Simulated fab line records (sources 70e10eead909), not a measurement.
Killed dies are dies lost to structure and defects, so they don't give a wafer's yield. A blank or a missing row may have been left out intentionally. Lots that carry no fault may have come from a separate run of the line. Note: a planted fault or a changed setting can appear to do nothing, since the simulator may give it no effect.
Matching of chambers / flow nand harc / 4 sister chambers for NHARC_A_WL_FILL_ALD_00 on ald hk-03
The step deposits Al2O3, target thk 3 nm, pulse time 3 s, ald cycles 30. 18 wafers are shown with their chamber, then 9 later ones without.

## WAFERS PAIRED WITH THEIR CHAMBERS
wafer=L076.2; chamber=3; heater power w (W)=497; precursor pulse height rel=0.961
wafer=L076.3; chamber=0; heater power w (W)=480; precursor pulse height rel=1.028
wafer=L076.5; chamber=3; heater power w (W)=506; precursor pulse height rel=1.004
wafer=L078.1; chamber=3; heater power w (W)=497; precursor pulse height rel=0.964
wafer=L078.5; chamber=2; heater power w (W)=449; precursor pulse height rel=1.005
wafer=L078.6; chamber=1; heater power w (W)=395; precursor pulse height rel=1.001
wafer=L082.1; chamber=0; heater power w (W)=475; precursor pulse height rel=0.998
wafer=L082.4; chamber=1; heater power w (W)=395; precursor pulse height rel=1.022
wafer=L082.6; chamber=2; heater power w (W)=454; precursor pulse height rel=0.984
wafer=L083.1; chamber=2; heater power w (W)=452; precursor pulse height rel=1.015
wafer=L083.3; chamber=1; heater power w (W)=391; precursor pulse height rel=0.993
wafer=L083.6; chamber=2; heater power w (W)=459; precursor pulse height rel=1.019
wafer=L089.1; chamber=2; heater power w (W)=451; precursor pulse height rel=1.024
wafer=L089.5; chamber=0; heater power w (W)=488; precursor pulse height rel=0.998
wafer=L089.6; chamber=3; heater power w (W)=504; precursor pulse height rel=0.967
wafer=L090.3; chamber=3; heater power w (W)=526; precursor pulse height rel=0.971
wafer=L090.4; chamber=2; heater power w (W)=452; precursor pulse height rel=1.013
wafer=L090.5; chamber=2; heater power w (W)=468; precursor pulse height rel=0.986

SIGNATURES (averages over the wafers above)
reading=heater power w; chamber 0=481.00; chamber 1=393.67; chamber 2=455.00; chamber 3=506.00; scatter within a chamber=8.1
reading=precursor pulse height rel; chamber 0=1.00800; chamber 1=1.00533; chamber 2=1.00657; chamber 3=0.97340; scatter within a chamber=0.0164
Rule: distance of a wafer from a chamber = root of the sum over the readings of ((wafer's reading minus chamber's mean) / reading's scatter) squared. If the next closest chamber is less than 2 further off than the closest, the wafer can't be placed; otherwise it belongs to the closest. The scatter: the root of (the sum of the squares of (reading less its chamber's mean) over the shown wafers, divided by (wafers less chambers)).

## WAFERS WITHOUT THEIR CHAMBER
wafer=L091.2; heater power w (W)=395; precursor pulse height rel=0.966
wafer=L091.5; heater power w (W)=444; precursor pulse height rel=0.980
wafer=L091.6; heater power w (W)=389; precursor pulse height rel=1.010
wafer=L092.1; heater power w (W)=401; precursor pulse height rel=1.004
wafer=L092.5; heater power w (W)=506; precursor pulse height rel=1.003
wafer=L092.6; heater power w (W)=456; precursor pulse height rel=1.004
wafer=L096.1; heater power w (W)=391; precursor pulse height rel=1.000
wafer=L096.2; heater power w (W)=504; precursor pulse height rel=1.007
wafer=L096.4; heater power w (W)=486; precursor pulse height rel=1.021

## EACH ONE'S CHAMBER
wafer=L091.2; from the rows above=1; in truth=1
wafer=L091.5; from the rows above=2; in truth=2
wafer=L091.6; from the rows above=1; in truth=1
wafer=L092.1; from the rows above=1; in truth=1
wafer=L092.5; from the rows above=can't be placed: 3 or 0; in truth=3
wafer=L092.6; from the rows above=2; in truth=2
wafer=L096.1; from the rows above=1; in truth=1
wafer=L096.2; from the rows above=can't be placed: 3 or 0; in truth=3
wafer=L096.4; from the rows above=0; in truth=0
Placed correctly: 7 of 9. Cannot be placed on the basis of these rows: 2; the candidates contain the true chamber in 2. Wrongly placed: 0.
